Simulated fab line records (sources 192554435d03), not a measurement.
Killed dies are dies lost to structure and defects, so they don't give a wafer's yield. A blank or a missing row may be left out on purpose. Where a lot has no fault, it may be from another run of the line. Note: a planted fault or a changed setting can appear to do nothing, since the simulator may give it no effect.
Matching of chambers | flow n5-finfet | rie-diel-03 running N5_BEOL_M0_SAQP_ETCH_101: 4 sister chambers
The step etches SiNx in CH3F/O2, target depth 29.9 nm, time 42.7 s. 4 wafers are shown with their chamber, then 8 later ones without.

## WAFERS PAIRED WITH THEIR CHAMBERS
wafer  | chamber | showerhead-plenum-p-Torr (Torr)
L086.3 | 1       | 1.90
L086.4 | 3       | 1.91
L086.6 | 0       | 2.03
L093.2 | 2       | 1.97

## WAFERS WITH NO CHAMBER GIVEN
wafer  | showerhead-plenum-p-Torr (Torr)
L093.4 | 2.02
L093.6 | 2.02
L094.2 | 2.02
L094.3 | 1.90
L094.5 | 1.90
L095.1 | 2.02
L095.4 | 2.02
L095.6 | 1.97

## EACH ONE'S CHAMBER
wafer  | from the rows above     | in truth
L093.4 | 0                       | 0
L093.6 | 0                       | 0
L094.2 | 0                       | 0
L094.3 | can't be placed: 1 or 3 | 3
L094.5 | can't be placed: 1 or 3 | 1
L095.1 | 0                       | 0
L095.4 | 0                       | 0
L095.6 | 2                       | 2
Correctly placed: 6 of 8. Unplaceable from these rows: 2, with the true chamber sitting among the candidates in 2. Wrongly placed: 0.
How it was worked out, from the rows above alone: a wafer's distance from a chamber is the root of the sum, over the readings, of the square of ((its reading less the chamber's mean) divided by the reading's scatter). If the next closest chamber is less than 2 further off than the closest, the wafer can't be placed; otherwise it belongs to the closest. For every chamber, the mean is computed from those of its wafers that are shown. The scatter (one wafer shown for each chamber): square how far every hidden wafer sits from the nearest shown wafer, average those squares and take the square root.
